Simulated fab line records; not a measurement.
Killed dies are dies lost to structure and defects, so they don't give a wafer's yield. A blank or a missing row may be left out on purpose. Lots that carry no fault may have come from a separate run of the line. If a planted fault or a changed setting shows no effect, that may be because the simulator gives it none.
A lot that was struck, set against a sound lot || flow n5_finfet || 44 steps out of a route of 1938
Sound: wafers L724.2, L724.4, L724.6. Struck: wafer L736.4 (L736.1, L736.6, from the same lot, were not struck and are left out); the cause is given at the end.
Per side, at each step with rows, come the tool, then ch with its chambers, and then its first start. Under that, the readings that differ: sound wafers || struck wafers || difference of the means || sigmas: that difference in standard deviations of wafers without a fault.
alike: words and numbers the same on both sides, and readings whose means are apart by under 2 such deviations; not compared: readings that were withheld, readings missing a value for some wafer, numbers with overlapping values and no deviation given by the record, and bounds like >300 which may hide the same value.
Wherever a step has rows on one side only, a row that says differs or no value, or a row with sigmas, the two part there. Non-overlapping numbers with no deviation appear without sigmas and do not part them. A reading that every wafer of one side lacks parts them only if that side has two wafers or more.

first, 4 steps without rows for these wafers: N5_BEOL_M1_STRIP_36 (strips in N2/H2); N5_BEOL_M1_TRENCH_ETCH_37 (etches SiOC in C4F6/O2, target depth 55.207 nm, time 29 s); N5_BEOL_M1_ETCH_41 (etches SiCN in CH3F/O2, target depth 31.9 nm, time 57.8 s); N5_BEOL_M1_STRIP_97 (strips in N2/H2, time 10 s).
N5_BEOL_M1_OCD_MEAS_38:
  sound on ocd-02 at day 7 14:07; struck on ocd-01 at day 11 00:15
  alike: trench_depth_nm
then, 4 steps without rows for these wafers: N5_BEOL_M1_HM_STRIP_39 (strips TiN in peroxide tin strip, target depth 25 nm, time 158 s); N5_BEOL_M1_SRD_40 (time 30 s); N5_BEOL_M1_PRECLEAN_42 (cleans in residue remover, time 60 s); N5_BEOL_M1_SRD_43 (time 30 s).
N5_BEOL_M1_CD_MEAS_35: target cd 18 nm, target cd y 21 nm.
  sound on cd_sem-02 at day 7 14:16; struck on cd_sem-02 at day 11 00:26
  alike: cd_nm
N5_BEOL_M1_DEGAS_44: time 60 s.
  sound on pvd_sputter-02 at day 7 15:01; struck on pvd_sputter-02 at day 11 00:36
  alike: heater_power_w
then, 1 step without rows for these wafers: N5_BEOL_M1_PRE_CLEAN_45 (time 30 s).
N5_BEOL_M1_ALD_84: deposits TaN, pulse time 2 s, purge time 3 s, co reactant purge time 2 s.
  sound on ald_metal-04 ch 0,1,2, day 7 15:08; struck on ald_metal-04 ch 3, day 11 00:56
{"reading": "ald_cycles", "sound": "30 30 30", "struck": 58, "difference": "+28", "sigmas": ""}
  alike: heater_power_w
  not compared: since_wet_clean_h, model.TaN_of_BEOL_M1_ALD_84.thk_nm
N5_BEOL_M1_SURFACE_TREAT_85:
  sound on pvd_sputter-02 at day 7 15:39; struck on pvd_sputter-03 at day 11 01:57
  not compared: throttle_valve_pct
then, 1 step without rows for these wafers: N5_BEOL_M1_CVD_47 (deposits Co from CCTBA/H2, target thk 3 nm, time 223.8 s).
N5_BEOL_M1_SPUTTER_48: material Cu, target thk 4.5 nm, time 8.29 s.
  sound on pvd_sputter-02 at day 7 15:52; struck on pvd_sputter-03 at day 11 02:14
  alike: throttle_valve_pct
then, 10 steps without rows for these wafers: N5_BEOL_M1_ANNEAL_49 (time 240 s); N5_BEOL_M1_SPUTTER_79 (material Cu, target thk 4.5 nm, time 8.29 s); N5_BEOL_M1_ANNEAL_80 (time 240 s); N5_BEOL_M1_SPUTTER_81 (material Cu, target thk 4.5 nm, time 8.29 s); N5_BEOL_M1_ANNEAL_82 (time 240 s); N5_BEOL_M1_SPUTTER_86 (material Cu, target thk 4.5 nm, time 8.29 s); N5_BEOL_M1_ANNEAL_87 (time 240 s); N5_BEOL_M1_SPUTTER_88 (material Cu, target thk 4.5 nm, time 8.29 s); N5_BEOL_M1_ANNEAL_89 (time 240 s); N5_BEOL_M1_SPUTTER_90 (material Cu, target thk 4.5 nm, time 8.29 s).
N5_BEOL_M1_ANNEAL_91: time 240 s.
  sound on pvd_sputter-02 at day 7 17:03; struck on pvd_sputter-03 at day 11 03:25
  alike: heater_power_w, susceptor_temp_C_max
N5_BEOL_M1_SPUTTER_92: material Cu, target thk 4.5 nm, time 8.29 s.
  sound on pvd_sputter-02 at day 7 17:11; struck on pvd_sputter-03 at day 11 03:33
  alike: throttle_valve_pct
then, 7 steps without rows for these wafers: N5_BEOL_M1_ANNEAL_93 (time 240 s); N5_BEOL_M1_SPUTTER_94 (material Cu, target thk 4.5 nm, time 8.29 s); N5_BEOL_M1_ANNEAL_95 (time 240 s); N5_BEOL_M1_SPUTTER_96 (material Cu, target thk 4.5 nm, time 8.29 s); N5_BEOL_M1_ECD_50 (material Cu, target thk 300 nm); N5_BEOL_M1_ANNEAL_51 (time 90 s); N5_BEOL_M1_CMP_52 (polishes, stops on SiOC, t overpolish 6.8 s, target thk 40 nm).
N5_BEOL_M1_THK_MEAS_53: measures by xrf.
  sound on film_metro-01 at day 7 18:25; struck on film_metro-01 at day 11 04:47
  alike: M1_THK
then, 4 steps without rows for these wafers: N5_BEOL_M1_PRE_CLEAN_60 (time 15 s); N5_BEOL_M1_CO_CAP_55 (material Co, precursor CCTBA/H2, target thk 2 nm, time 102.1 s); N5_BEOL_M1_PRE_CLEAN_56 (time 15 s); N5_BEOL_M1_DEP_57 (deposits SiCN from 3MS/NH3, target thk 8 nm, time 14 s).
N5_BEOL_M1_RS_MEAS_58: measurement is done with a four-point probe.
  sound on film_metro-01 at day 7 18:40; struck on film_metro-01 at day 11 05:14
  alike: M1_RS
N5_BEOL_M1_INSPECT_59: inspects for defects (darkfield).
  sound on defect_inspect-01 at day 7 18:42; struck on defect_inspect-01 at day 11 05:16
  alike: raw_defect_count
N5_BEOL_M4_RC_MEAS_101:
  sound on prober-02 ch 0, day 8 19:04; struck on prober-02 ch 0, day 12 16:01
{"reading": "SERP_M1 (ohm/um)", "sound": "205 202 192", "struck": 294, "difference": "+94", "sigmas": "+4"}
{"reading": "SERP_M1_max_site (ohm/um)", "sound": "213 210 206", "struck": 313, "difference": "+103", "sigmas": "+4"}
  alike: DIBL_N, DIBL_P, IOFF_N, IOFF_P, ION_N, ION_P, SS_N, SS_P, VT_N, VT_P
-- here the record skips 4 days between the struck wafers' starts before and after, leaving off in module BEOL_M4 and picking up in module PASSIVATION (first step shown: number 1936 of the route) --
N5_PASSIVATION_PROBE_49:
  sound on prober-01 at day 13 03:22; struck on prober-01 at day 16 23:15
{"reading": "killed_at_front_end", "sound": "42 30 40", "struck": 74, "difference": "+37", "sigmas": "+3"}
{"reading": "killed_at_other", "sound": "6 6 15", "struck": 0, "difference": -9, "sigmas": -2}
  alike: defect_limited_yield, killed_at_M0_to_M3, killed_at_M4_up, killed_at_contacts, killed_dies, killed_open, killed_short, sort_bin_4_leakage, sort_bin_5_function, sort_bin_6_memory, sort_bin_8_speed, sort_n_pass

== WHERE THEY PART ==
First at N5_BEOL_M4_RC_MEAS_101; last, within this record, at N5_PASSIVATION_PROBE_49.

WHY: whatever the simulator had introduced
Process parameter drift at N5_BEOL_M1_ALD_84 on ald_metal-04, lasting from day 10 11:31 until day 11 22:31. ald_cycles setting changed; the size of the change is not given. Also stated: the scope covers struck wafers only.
